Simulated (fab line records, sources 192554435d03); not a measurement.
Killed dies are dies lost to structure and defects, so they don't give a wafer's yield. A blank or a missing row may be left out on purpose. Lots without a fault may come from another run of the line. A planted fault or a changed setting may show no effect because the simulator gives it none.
fab line records | flow n5_finfet
record lots=24 wafers=72 last_day=20
route steps=1938 shown PMOS_HMC_CHANNEL_EPI@87 FIN_SAQP@102
lots that met no fault: from a run of the same line without faults
start_h: hours from the record's first day to the start of the lot's first wafer shown | wait_h: hours since the lot's step before | " the same as in the row above | L1.1+2: a row that stands for several wafers | - no value, or no start given | * or withheld: withheld | < > ~ a bound
route shown NAME@n: a module of which the file shows steps, and the number in the route of the first | usual: mean/standard deviation of fault-free wafers | same: alike in all rows | chamber/n: place in a boat | sites: the reading at each site | _std_site: their standard deviation | _edge_site: outer sites' mean less inner sites' | radius_mm: how far each site lies from the wafer's centre | mask NAME#n: copy n | behind: the tool/chamber that last shaped the wafer | hold: why the lot was held/for how many hours/how that ended | device: the transistor (n, p or np) that didn't switch | end of line: the same wafers' tests at the end of the route | a step without rows: its recipe alone | killed: dies lost to structure and defects at the first sort, not the wafer's yield | map: a wafer's dies, x killed, . not, _ none there
set.NAME: the setting as run; set.NAME@STEP: as run at that earlier step | model.NAME: the simulator's own value behind a step, which no gauge read
steps of the route over a sample of lots; a table a step, a row a wafer
services: from which hour (start_h, from the record's first day; less than 0 if before it) a tool's chamber was out of use, for how many hours, and why
## steps
# step N5_PMOS_HMC_CHANNEL_EPI_EPI_26
# recipe material=Si target_thk_a=38 temp_c=650 precursor=SiH4/H2 pressure_torr=20 time_s=22.7
# usual susceptor_temp_C_max=652.2/0.7 throttle_valve_pct=11.17/0.27
# columns lot.wafer tool chamber start_h wait_h susceptor_temp_C_max throttle_valve_pct
L074.2 epi_rpcvd-04 0 20.45 0.1 652.8 10.90
L074.3 " 0 " " 652.6 11.02
L074.4 " 0 " " 652.2 11.05
L075.1 epi_rpcvd-04 0 26.18 0.0 652.4 11.09
L075.4 " 0 " " 653.0 11.05
L075.5 " 0 " " 652.2 11.04
L076.3 epi_rpcvd-01 0 32.18 0.1 651.8 11.13
L076.4 " 0 " " 652.4 11.14
L076.5 " 0 " " 652.1 11.23
L077.3 epi_rpcvd-02 0 40.51 0.2 650.8 11.95
L077.4 " 0 " " 651.3 12.00
L077.5 " 0 " " 651.8 12.16
L078.1 epi_rpcvd-01 0 44.99 0.0 651.6 11.14
L078.3 " 0 " " 651.7 10.78
L078.5 " 0 " " 651.8 11.16
L079.3 epi_rpcvd-01 0 49.87 0.1 652.2 11.21
L079.4 " 0 " " 651.4 11.11
L079.6 " 0 " " 651.8 11.09
L080.2 epi_rpcvd-01 0 56.18 0.1 651.5 10.80
L080.4 " 0 " " 651.6 11.08
L080.6 " 0 " " 651.1 11.14
L081.2 epi_rpcvd-04 0 62.31 0.1 653.3 11.01
L081.3 " 0 " " 652.5 11.34
L081.5 " 0 " " 653.0 11.10
L082.1 epi_rpcvd-01 0 68.06 0.0 651.7 11.17
L082.4 " 0 " " 652.2 11.08
L082.6 " 0 " " 652.8 11.11
L083.1 epi_rpcvd-01 0 74.30 0.0 652.2 11.09
L083.2 " 0 " " 651.3 11.16
L083.6 " 0 " " 651.5 11.23
L084.2 epi_rpcvd-04 0 80.54 0.1 652.6 10.94
L084.4 " 0 " " 653.9 11.20
L084.5 " 0 " " 652.4 11.27
L085.1 epi_rpcvd-01 0 87.41 0.0 651.5 11.17
L085.3 " 0 " " 652.0 11.03
L085.6 " 0 " " 651.7 10.98
L086.2 epi_rpcvd-04 0 92.38 0.1 653.5 10.90
L086.3 " 0 " " 653.8 11.13
L086.4 " 0 " " 652.4 10.92
L087.3 epi_rpcvd-01 0 98.28 0.1 652.0 10.82
L087.4 " 0 " " 652.7 11.06
L087.5 " 0 " " 652.2 11.15
L088.3 epi_rpcvd-01 0 105.20 0.1 652.9 11.26
L088.5 " 0 " " 651.5 11.35
L088.6 " 0 " " 651.8 11.24
L089.1 epi_rpcvd-01 0 110.04 0.0 651.5 11.28
L089.3 " 0 " " 651.6 10.76
L089.4 " 0 " " 652.4 11.14
L090.1 epi_rpcvd-04 0 115.94 0.0 653.1 11.14
L090.2 " 0 " " 652.9 11.11
L090.6 " 0 " " 655.0 11.03
L091.3 epi_rpcvd-04 0 122.90 0.2 652.1 11.04
L091.4 " 0 " " 652.0 11.40
L091.5 " 0 " " 653.5 11.46
L092.1 epi_rpcvd-02 0 128.71 0.0 650.8 11.85
L092.3 " 0 " " 651.3 12.09
L092.6 " 0 " " 651.9 11.82
L093.3 epi_rpcvd-01 0 134.13 0.2 651.9 10.97
L093.5 " 0 " " 651.7 11.10
L093.6 " 0 " " 651.7 11.14
L094.2 epi_rpcvd-04 0 140.29 0.1 652.8 11.00
L094.3 " 0 " " 653.6 11.23
L094.6 " 0 " " 652.8 11.00
L095.1 epi_rpcvd-01 0 146.20 0.0 652.0 11.19
L095.2 " 0 " " 651.7 11.16
L095.3 " 0 " " 652.2 11.11
L096.1 epi_rpcvd-04 0 152.12 0.0 651.6 11.02
L096.2 " 0 " " 652.4 11.24
L096.4 " 0 " " 652.7 11.17
L097.3 epi_rpcvd-01 0 158.06 0.1 652.4 11.21
L097.5 " 0 " " 652.4 10.87
L097.6 " 0 " " 652.8 10.88
# step N5_FIN_SAQP_HM_DEP_72
# recipe material=SiO2 target_thk_a=120 temp_c=400 precursor=SiH4/N2O pressure_torr=0.75 rf_w=275 time_s=7.2
# usual heater_power_w=756/99 rf_fwd_power_W=272.5/0.93 showerhead_plenum_p_Torr=8.12/0.16
# columns lot.wafer tool chamber start_h wait_h heater_power_w rf_fwd_power_W showerhead_plenum_p_Torr
L074.2 pecvd-04 0 21.83 0.0 668 271.4 8.15
L074.3 " 2 " " 697 272.3 8.09
L074.4 " 0 " " 688 272.4 8.14
L075.1 pecvd-02 2 29.18 0.0 967 271.7 7.80
L075.4 " 1 " " 837 274.2 8.31
L075.5 " 2 " " 982 271.3 7.77
L076.3 pecvd-04 0 33.82 0.0 636 272.0 8.16
L076.4 " 2 " " 667 272.5 8.06
L076.5 " 0 " " 618 271.7 8.16
L077.3 pecvd-04 0 41.81 0.0 622 274.1 8.14
L077.4 " 0 " " 608 272.8 8.16
L077.5 " 2 " " 747 273.0 8.09
L078.1 pecvd-04 2 46.31 0.0 625 272.8 8.06
L078.3 " 0 " " 688 272.9 8.15
L078.5 " 0 " " 700 273.4 8.17
L079.3 pecvd-02 0 51.93 0.1 889 272.3 8.26
L079.4 " 2 " " 887 273.4 7.78
L079.6 " 1 " " 729 273.8 8.30
L080.2 pecvd-04 1 57.60 0.0 740 273.5 8.23
L080.4 " 0 " " 582 272.0 8.13
L080.6 " 1 " " 744 272.0 8.24
L081.2 pecvd-02 2 64.24 0.0 919 271.7 7.79
L081.3 " 0 " " 885 272.9 8.26
L081.5 " 2 " " 917 271.7 7.79
L082.1 pecvd-01 1 69.54 0.0 860 272.6 7.84
L082.4 " 1 " " 871 273.4 7.80
L082.6 " 0 " " 818 272.4 8.17
L083.1 pecvd-01 1 75.89 0.0 750 273.2 7.82
L083.2 " 0 " " 792 271.0 8.14
L083.6 " 2 " " 659 272.0 7.99
L084.2 pecvd-04 1 81.99 0.0 771 272.2 8.24
L084.4 " 0 " " 689 273.2 8.14
L084.5 " 0 " " 701 271.8 8.13
L085.1 pecvd-04 0 89.76 0.0 657 272.7 8.16
L085.3 " 1 " " 782 272.7 8.24
L085.6 " 1 " " 783 272.9 8.22
L086.2 pecvd-04 1 94.48 0.0 780 272.6 8.24
L086.3 " 1 " " 754 272.9 8.25
L086.4 " 0 " " 712 270.5 8.16
L087.3 pecvd-01 1 99.86 0.0 777 273.1 7.82
L087.4 " 0 " " 796 272.0 8.15
L087.5 " 1 " " 785 273.1 7.84
L088.3 pecvd-04 0 107.53 0.1 596 272.8 8.12
L088.5 " 0 " " 588 271.2 8.17
L088.6 " 1 " " 702 273.3 8.24
L089.1 pecvd-04 1 111.38 0.0 746 273.1 8.26
L089.3 " 0 " " 559 272.4 8.15
L089.4 " 1 " " 750 274.6 8.25
L090.1 pecvd-01 2 117.20 0.0 662 272.5 8.02
L090.2 " 1 " " 708 272.4 7.83
L090.6 " 1 " " 719 274.8 7.81
L091.3 pecvd-02 0 124.37 0.0 931 272.6 8.26
L091.4 " 0 " " 921 271.9 8.24
L091.5 " 2 " " 945 269.5 7.77
L092.1 pecvd-02 1 130.27 0.0 836 273.7 8.31
L092.3 " 2 " " 899 271.3 7.80
L092.6 " 0 " " 838 271.5 8.26
L093.3 pecvd-04 1 135.58 0.1 796 272.6 8.23
L093.5 " 1 " " 793 273.2 8.27
L093.6 " 0 " " 623 271.3 8.14
L094.2 pecvd-04 1 141.55 0.0 755 273.5 8.21
L094.3 " 1 " " 765 274.1 8.24
L094.6 " 0 " " 598 272.9 8.17
L095.1 pecvd-01 0 147.47 0.0 732 272.6 8.17
L095.2 " 1 " " 746 273.6 7.81
L095.3 " 0 " " 751 273.1 8.16
L096.1 pecvd-01 0 153.48 0.0 846 273.1 8.15
L096.2 " 2 " " 742 272.6 8.01
L096.4 " 2 " " 738 272.7 8.00
L097.3 pecvd-02 0 159.42 0.0 833 272.5 8.26
L097.5 " 2 " " 916 270.8 7.78
L097.6 " 0 " " 843 273.8 8.24
# step N5_FIN_SAQP_INSPECT_18
# recipe mode=adi inspect_instrument=brightfield
# usual raw_defect_count=420/120
# columns lot.wafer tool chamber start_h wait_h raw_defect_count
L074.2 defect_inspect-01 - 22.22 0.0 454
L074.3 " - " " 509
L074.4 " - " " 623
L075.1 defect_inspect-02 - 29.69 0.0 274
L075.4 " - " " 345
L075.5 " - " " 252
L076.3 defect_inspect-01 - 34.33 0.0 401
L076.4 " - " " 354
L076.5 " - " " 410
L077.3 defect_inspect-01 - 42.19 0.0 403
L077.4 " - " " 420
L077.5 " - " " 565
L078.1 defect_inspect-02 - 46.82 0.0 481
L078.3 " - " " 578
L078.5 " - " " 555
L079.3 defect_inspect-01 - 52.31 0.0 314
L079.4 " - " " 330
L079.6 " - " " 377
L080.2 defect_inspect-01 - 58.14 0.0 319
L080.4 " - " " 343
L080.6 " - " " 280
L081.2 defect_inspect-01 - 64.75 0.0 368
L081.3 " - " " 394
L081.5 " - " " 340
L082.1 defect_inspect-01 - 70.06 0.0 382
L082.4 " - " " 430
L082.6 " - " " 332
L083.1 defect_inspect-01 - 76.27 0.0 422
L083.2 " - " " 715
L083.6 " - " " 633
L084.2 defect_inspect-01 - 82.53 0.0 440
L084.4 " - " " 287
L084.5 " - " " 245
L085.1 defect_inspect-01 - 90.17 0.0 441
L085.3 " - " " 406
L085.6 " - " " 355
L086.2 defect_inspect-01 - 95.01 0.0 558
L086.3 " - " " 410
L086.4 " - " " 406
L087.3 defect_inspect-01 - 100.37 0.0 297
L087.4 " - " " 357
L087.5 " - " " 390
L088.3 defect_inspect-01 - 107.91 0.0 381
L088.5 " - " " 508
L088.6 " - " " 505
L089.1 defect_inspect-01 - 111.79 0.0 493
L089.3 " - " " 485
L089.4 " - " " 339
L090.1 defect_inspect-02 - 117.72 0.0 606
L090.2 " - " " 564
L090.6 " - " " 604
L091.3 defect_inspect-02 - 124.89 0.0 445
L091.4 " - " " 514
L091.5 " - " " 796
L092.1 defect_inspect-02 - 130.79 0.0 378
L092.3 " - " " 394
L092.6 " - " " 302
L093.3 defect_inspect-02 - 135.96 0.0 427
L093.5 " - " " 341
L093.6 " - " " 398
L094.2 defect_inspect-01 - 142.09 0.0 328
L094.3 " - " " 201
L094.6 " - " " 283
L095.1 defect_inspect-01 - 147.88 0.0 276
L095.2 " - " " 374
L095.3 " - " " 388
L096.1 defect_inspect-02 - 153.99 0.0 282
L096.2 " - " " 424
L096.4 " - " " 344
L097.3 defect_inspect-02 - 159.93 0.0 669
L097.5 " - " " 438
L097.6 " - " " 710
# step N5_FIN_SAQP_SPACER1_ALD_24
# recipe material=SiO2 target_thk_a=203 temp_c=300 ald_precursor_family=BDEAS ald_co_reactant=O2-plasma pulse_time_s=1 purge_time_s=2 co_reactant_purge_time_s=2 ald_cycles=218 pressure_torr=2
# usual heater_power_w=471/42 precursor_pulse_height_rel=1.002/0.022
# same purge_time_s=2
# columns lot.wafer tool chamber start_h wait_h heater_power_w precursor_pulse_height_rel
L074.2 ald_sin-01 3 23.54 0.5 413 0.951
L074.3 " 0 " " 472 1.028
L074.4 " 2 " " 476 0.984
L075.1 ald_sin-02 0 31.13 0.5 426 0.993
L075.4 " 3 " " 485 1.008
L075.5 " 0 " " 417 0.984
L076.3 ald_sin-01 1 35.55 0.1 546 0.986
L076.4 " 3 " " 439 0.975
L076.5 " 0 " " 470 0.970
L077.3 ald_sin-02 0 43.69 0.5 424 1.002
L077.4 " 3 " " 496 0.983
L077.5 " 0 " " 443 1.002
L078.1 ald_sin-03 0 48.31 0.6 404 1.013
L078.3 " 3 " " 438 1.012
L078.5 " 0 " " 397 1.039
L079.3 ald_sin-02 3 54.12 0.7 510 1.007
L079.4 " 0 " " 436 0.988
L079.6 " 2 " " 442 1.012
L080.2 ald_sin-02 1 60.05 0.3 476 0.986
L080.4 " 2 " " 442 0.950
L080.6 " 1 " " 482 1.001
L081.2 ald_sin-03 0 66.55 0.3 402 0.988
L081.3 " 2 " " 519 1.007
L081.5 " 1 " " 514 1.036
L082.1 ald_sin-03 1 71.80 0.8 505 1.038
L082.4 " 3 " " 445 1.010
L082.6 " 3 " " 445 0.982
L083.1 ald_sin-03 1 78.22 1.1 504 0.962
L083.2 " 0 " " 401 1.014
L083.6 " 2 " " 522 1.006
L084.2 ald_sin-01 3 84.33 0.3 433 1.008
L084.4 " 1 " " 539 1.015
L084.5 " 1 " " 540 0.978
L085.1 ald_sin-01 1 92.57 1.5 545 0.985
L085.3 " 2 " " 485 0.997
L085.6 " 0 " " 468 1.005
L086.2 ald_sin-01 0 96.38 0.5 463 1.019
L086.3 " 2 " " 495 1.003
L086.4 " 1 " " 555 1.016
L087.3 ald_sin-02 1 102.21 0.1 500 0.981
L087.4 " 3 " " 506 1.017
L087.5 " 0 " " 435 0.981
L088.3 ald_sin-02 2 109.63 0.1 439 1.025
L088.5 " 3 " " 491 1.007
L088.6 " 0 " " 432 1.026
L089.1 ald_sin-03 1 113.44 0.6 512 1.009
L089.3 " 2 " " 521 1.041
L089.4 " 1 " " 495 1.011
L090.1 ald_sin-02 3 118.98 0.4 503 0.978
L090.2 " 1 " " 503 1.016
L090.6 " 1 " " 498 0.985
L091.3 ald_sin-03 2 126.49 0.4 518 1.022
L091.4 " 1 " " 491 1.009
L091.5 " 3 " " 440 1.016
L092.1 ald_sin-01 2 132.27 0.6 491 0.969
L092.3 " 1 " " 560 0.994
L092.6 " 1 " " 563 1.012
L093.3 ald_sin-02 0 137.46 0.4 430 0.983
L093.5 " 1 " " 501 1.003
L093.6 " 0 " " 431 0.991
L094.2 ald_sin-01 1 143.26 0.3 554 1.027
L094.3 " 2 " " 477 1.045
L094.6 " 0 " " 462 1.005
L095.1 ald_sin-03 3 149.03 0.3 453 0.963
L095.2 " 1 " " 502 0.980
L095.3 " 2 " " 518 1.008
L096.1 ald_sin-03 3 155.65 0.8 435 1.015
L096.2 " 1 " " 506 0.985
L096.4 " 1 " " 506 1.007
L097.3 ald_sin-02 0 161.08 0.1 430 0.976
L097.5 " 3 " " 511 1.007
L097.6 " 2 " " 451 0.965
# step N5_FIN_SAQP_ETCH_57
# recipe chemistry=CH3F/O2 target=SiNx mask_material=SiO2 target_depth_a=325 time_s=46.4 pressure_mtorr=30 source_w=395 bias_w=73 Ar_flow_sccm=150 CH3F_flow_sccm=30 O2_flow_sccm=20 ion_energy_ev=120 ends=cleared
# usual chamber_pressure_mTorr=29.998/0.028 drypump_motor_current_A=5.8/0.52 etch_rf_on_time_s=46.3/1 oes_product_au=0.62/0.032 rf_fwd_power_W=389.1/1.9 rf_vpp_V=297/5.8 showerhead_plenum_p_Torr=2.01/0.075 throttle_valve_pct=16.35/0.17
# columns lot.wafer tool chamber start_h wait_h chamber_pressure_mTorr drypump_motor_current_A etch_rf_on_time_s oes_product_au rf_fwd_power_W rf_hours_counter_h rf_vpp_V showerhead_plenum_p_Torr throttle_valve_pct
L074.2 rie_diel-03 1 24.52 0.1 30.018 5.9 43.6 0.72 389.5 99 299 2.11 16.71
L074.3 " 2 " " 29.987 5.6 45.7 0.66 391.6 124 287 1.91 16.15
L074.4 " 3 " " 29.992 6.1 47.0 0.61 386.7 176 298 1.90 16.20
L075.1 rie_diel-06 0 32.12 0.0 30.021 5.9 44.3 0.67 390.6 140 309 2.07 16.30
L075.4 " 1 " " 30.034 5.2 45.1 0.64 389.4 147 291 2.09 16.34
L075.5 " 1 " " 30.031 5.2 45.3 0.63 390.1 - 294 2.09 16.33
L076.3 rie_diel-03 2 36.78 0.2 29.987 5.6 46.4 0.66 390.2 128 289 1.91 16.14
L076.4 " 3 " " 29.989 6.1 46.5 0.61 388.7 180 301 1.90 16.21
L076.5 " 3 " " 30.027 6.1 45.7 0.61 388.2 - 301 1.90 16.20
L077.3 rie_diel-03 0 44.66 0.0 29.987 4.8 47.0 0.60 387.9 207 297 1.98 16.30
L077.4 " 1 " " 30.011 5.9 46.3 0.71 388.3 104 298 2.11 16.70
L077.5 " 3 " " 29.964 6.1 47.3 0.61 388.6 - 297 1.90 16.21
L078.1 rie_diel-02 2 49.27 0.0 30.020 5.2 45.8 0.61 390.0 195 297 2.00 16.39
L078.3 " 0 " " 29.997 6.1 45.2 0.60 389.4 228 297 1.90 16.14
L078.5 " 1 " " 29.952 5.5 46.6 0.65 385.7 - 295 1.99 16.58
L079.3 rie_diel-06 2 55.08 0.0 30.003 6.2 46.0 0.61 389.2 178 305 2.06 16.31
L079.4 " 1 " " 29.972 5.2 46.8 0.63 389.0 154 293 2.09 16.34
L079.6 " 0 " " 29.937 5.9 45.4 0.66 389.7 - 308 2.06 16.31
L080.2 rie_diel-02 3 61.06 0.0 29.972 6.3 43.7 0.66 385.3 135 292 1.92 15.99
L080.4 " 0 " " 29.988 6.1 46.7 0.60 387.5 231 295 1.90 16.13
L080.6 " 3 " " 29.976 6.3 46.0 0.66 387.5 - 293 1.92 16.00
L081.2 rie_diel-06 1 67.53 0.1 29.964 5.2 46.4 0.63 391.0 160 293 2.09 16.36
L081.3 " 2 " " 30.038 6.2 48.2 0.60 388.2 184 303 2.06 16.32
L081.5 " 2 " " 30.044 6.2 47.9 0.62 390.2 - 304 2.06 16.33
L082.1 rie_diel-03 1 72.76 0.0 29.967 5.9 45.3 0.71 387.6 113 297 2.11 16.73
L082.4 " 2 " " 30.043 5.6 48.0 0.64 390.2 138 288 1.91 16.17
L082.6 " 3 " " 30.003 6.1 47.1 0.60 388.2 - 298 1.90 16.23
L083.1 rie_diel-03 3 79.33 0.1 30.013 6.1 45.9 0.60 390.3 193 299 1.90 16.23
L083.2 " 1 " " 29.993 5.9 44.7 0.71 387.4 116 297 2.11 16.74
L083.6 " 3 " " 29.950 6.1 48.3 0.60 390.3 - 298 1.90 16.24
L084.2 rie_diel-06 1 85.34 0.1 30.026 5.2 46.0 0.62 389.8 165 293 2.09 16.37
L084.4 " 2 " " 29.997 6.2 47.7 0.60 390.0 189 303 2.06 16.33
L084.5 " 1 " " 29.976 5.2 45.8 0.62 388.8 - 291 2.09 16.38
L085.1 rie_diel-03 1 93.60 0.1 30.019 5.9 44.9 0.70 387.2 122 297 2.10 16.73
L085.3 " 3 " " 29.973 6.1 48.0 0.60 388.6 199 299 1.89 16.25
L085.6 " 0 " " 30.030 4.9 48.1 0.59 388.8 - 294 1.98 16.35
L086.2 rie_diel-02 2 97.52 0.1 30.017 5.1 45.8 0.60 392.2 210 297 1.99 16.40
L086.3 " 3 " " 29.962 6.3 45.7 0.66 385.1 149 292 1.91 16.04
L086.4 " 1 " " 29.998 5.5 46.9 0.64 387.3 178 296 1.98 16.61
L087.3 rie_diel-02 1 103.39 0.3 30.027 5.4 47.5 0.63 387.7 180 295 1.98 16.62
L087.4 " 3 " " 30.018 6.4 46.1 0.64 385.9 151 293 1.91 16.03
L087.5 " 1 " " 29.970 5.4 46.6 0.63 387.0 - 296 1.98 16.63
L088.3 rie_diel-06 3 110.62 0.1 30.048 6.8 46.8 0.62 390.7 198 301 2.07 16.35
L088.5 " 1 " " 30.004 5.2 46.3 0.62 388.5 - 291 2.08 16.38
L088.6 " 0 " " 29.980 5.9 47.2 0.64 392.0 - 309 2.06 16.34
L089.1 rie_diel-02 1 114.40 0.0 29.937 5.5 47.0 0.63 386.9 184 294 1.98 16.65
L089.3 " 3 " " 30.048 6.3 45.7 0.64 384.2 155 293 1.91 16.03
L089.4 " 0 " " 29.978 6.1 47.5 0.59 388.7 249 296 1.90 16.17
L090.1 rie_diel-02 2 120.16 0.2 30.007 5.1 46.3 0.60 389.8 219 297 1.99 16.43
L090.2 " 1 " " 30.013 5.4 46.8 0.62 385.4 187 295 1.98 16.63
L090.6 " 1 " " 30.003 5.4 46.3 0.63 385.6 - 295 1.98 16.63
L091.3 rie_diel-06 1 127.58 0.1 30.038 5.2 44.5 0.62 389.3 178 291 2.08 16.40
L091.4 " 0 " " 30.039 5.9 46.2 0.64 390.5 170 309 2.06 16.36
L091.5 " 0 " " 30.004 5.9 45.6 0.65 389.0 - 309 2.06 16.35
L092.1 rie_diel-03 0 133.32 0.0 29.983 4.8 47.0 0.58 388.4 238 296 1.97 16.35
L092.3 " 2 " " 29.993 5.6 48.1 0.63 391.9 159 287 1.90 16.22
L092.6 " 1 " " 30.023 5.9 45.8 0.68 391.1 - 297 2.10 16.79
L093.3 rie_diel-06 0 138.46 0.0 29.968 5.9 46.3 0.65 390.8 173 308 2.06 16.36
L093.5 " 0 " " 29.983 5.9 47.3 0.64 391.4 - 309 2.06 16.36
L093.6 " 1 " " 30.000 5.2 47.2 0.61 388.7 - 291 2.08 16.41
L094.2 rie_diel-03 1 144.22 0.0 30.002 5.9 44.7 0.67 386.8 143 298 2.10 16.78
L094.3 " 0 " " 29.972 4.9 48.0 0.57 385.4 242 296 1.97 16.35
L094.6 " 2 " " 30.051 5.6 47.4 0.63 389.5 - 286 1.90 16.22
L095.1 rie_diel-06 3 149.99 0.0 29.971 6.8 46.8 0.60 390.2 211 301 2.07 16.34
L095.2 " 0 " " 29.955 5.9 46.3 0.63 389.5 177 308 2.05 16.35
L095.3 " 1 " " 29.993 5.2 44.5 0.60 389.9 186 292 2.08 16.41
L096.1 rie_diel-06 3 156.62 0.1 29.958 6.8 46.5 0.61 392.6 213 301 2.07 16.36
L096.2 " 1 " " 29.942 5.2 44.9 0.60 390.3 189 291 2.08 16.41
L096.4 " 2 " " 30.003 6.1 46.7 0.58 389.1 212 303 2.05 16.37
L097.3 rie_diel-06 2 162.25 0.1 29.990 6.2 47.5 0.59 389.7 214 304 2.05 16.38
L097.5 " 1 " " 30.025 5.2 46.5 0.60 388.6 - 292 2.08 16.42
L097.6 " 0 " " 30.030 5.9 46.0 0.64 389.4 - 308 2.05 16.37
# step N5_FIN_SAQP_CD_MEAS_31
# recipe target_cd_nm=8 landing_energy_ev=1000 detector=se_inlens polarity=line
# usual cd_nm=8.08/0.22
# columns lot.wafer tool chamber start_h wait_h cd_nm
L074.2 cd_sem-01 0 26.03 0.1 8.07
L074.3 " 0 " " 8.39
L074.4 " 0 " " 7.93
L075.1 cd_sem-02 0 33.61 0.1 7.96
L075.4 " 0 " " 7.80
L075.5 " 0 " " 7.96
L076.3 cd_sem-02 0 39.23 0.1 7.68
L076.4 " 0 " " 7.96
L076.5 " 0 " " 8.54
L077.3 cd_sem-01 0 46.56 0.1 7.72
L077.4 " 0 " " 8.22
L077.5 " 0 " " 8.13
L078.1 cd_sem-01 0 51.63 0.1 8.27
L078.3 " 0 " " 7.96
L078.5 " 0 " " 8.12
L079.3 cd_sem-01 0 56.60 0.1 8.06
L079.4 " 0 " " 8.09
L079.6 " 0 " " 8.21
L080.2 cd_sem-01 0 63.64 0.1 7.76
L080.4 " 0 " " 8.20
L080.6 " 0 " " 8.18
L081.2 cd_sem-01 0 69.26 0.1 8.18
L081.3 " 0 " " 8.08
L081.5 " 0 " " 8.18
L082.1 cd_sem-02 0 74.62 0.1 8.20
L082.4 " 0 " " 8.06
L082.6 " 0 " " 8.30
L083.1 cd_sem-03 0 81.10 0.1 8.24
L083.2 " 0 " " 8.45
L083.6 " 0 " " 8.21
L084.2 cd_sem-01 0 87.07 0.1 8.19
L084.4 " 0 " " 8.08
L084.5 " 0 " " 7.97
L085.1 cd_sem-01 0 96.93 0.1 8.08
L085.3 " 0 " " 8.31
L085.6 " 0 " " 7.73
L086.2 cd_sem-02 0 99.07 0.1 8.18
L086.3 " 0 " " 7.91
L086.4 " 0 " " 8.32
L087.3 cd_sem-02 0 106.45 0.1 8.10
L087.4 " 0 " " 8.04
L087.5 " 0 " " 8.29
L088.3 cd_sem-02 0 112.41 0.1 7.39
L088.5 " 0 " " 8.26
L088.6 " 0 " " 8.08
L089.1 cd_sem-02 0 116.53 0.1 8.08
L089.3 " 0 " " 7.77
L089.4 " 0 " " 8.24
L090.1 cd_sem-01 0 122.47 0.1 7.77
L090.2 " 0 " " 8.08
L090.6 " 0 " " 8.14
L091.3 cd_sem-03 0 129.49 0.1 8.57
L091.4 " 0 " " 8.01
L091.5 " 0 " " 8.06
L092.1 cd_sem-01 0 135.49 0.1 8.05
L092.3 " 0 " " 8.00
L092.6 " 0 " " 8.02
L093.3 cd_sem-01 0 140.34 0.1 7.73
L093.5 " 0 " " 8.23
L093.6 " 0 " " 7.71
L094.2 cd_sem-02 0 146.34 0.1 8.13
L094.3 " 0 " " 8.37
L094.6 " 0 " " 8.25
L095.1 cd_sem-02 0 151.49 0.1 8.45
L095.2 " 0 " " 8.12
L095.3 " 0 " " 8.25
L096.1 cd_sem-02 0 158.28 0.1 8.08
L096.2 " 0 " " 8.44
L096.4 " 0 " " 8.38
L097.3 cd_sem-03 0 163.95 0.1 8.41
L097.5 " 0 " " 8.20
L097.6 " 0 " " 8.22
## services
# columns tool chamber start_h hours kind
rie_diel-06 0 4.62 3.9 repair
ald_sin-03 - 5.09 2.8 pm
ald_sin-02 3 10.76 3.8 repair
epi_rpcvd-01 - 17.01 1.4 repair
ald_sin-03 - 17.81 6.1 pm
ald_sin-03 0 25.44 6.5 repair
ald_sin-03 3 27.07 20.2 repair
epi_rpcvd-04 - 28.07 1.5 repair
epi_rpcvd-04 - 33.15 14.6 pm
ald_sin-02 1 35.50 21.3 repair
ald_sin-02 2 36.42 9.5 repair
ald_sin-01 - 39.35 0.9 repair
ald_sin-01 - 42.47 1.5 repair
rie_diel-02 3 46.09 4.0 repair
pecvd-04 2 47.96 119.5 repair
ald_sin-03 - 61.67 1.2 repair
rie_diel-03 2 77.09 4.3 repair
rie_diel-06 - 79.36 2.8 pm
ald_sin-03 3 83.57 6.5 repair
ald_sin-03 3 111.15 14.7 repair
rie_diel-06 0 119.41 1.3 repair
rie_diel-03 2 127.70 2.8 repair
ald_sin-01 3 131.40 31.4 repair
pecvd-04 1 148.95 6.2 repair
## key
fault none
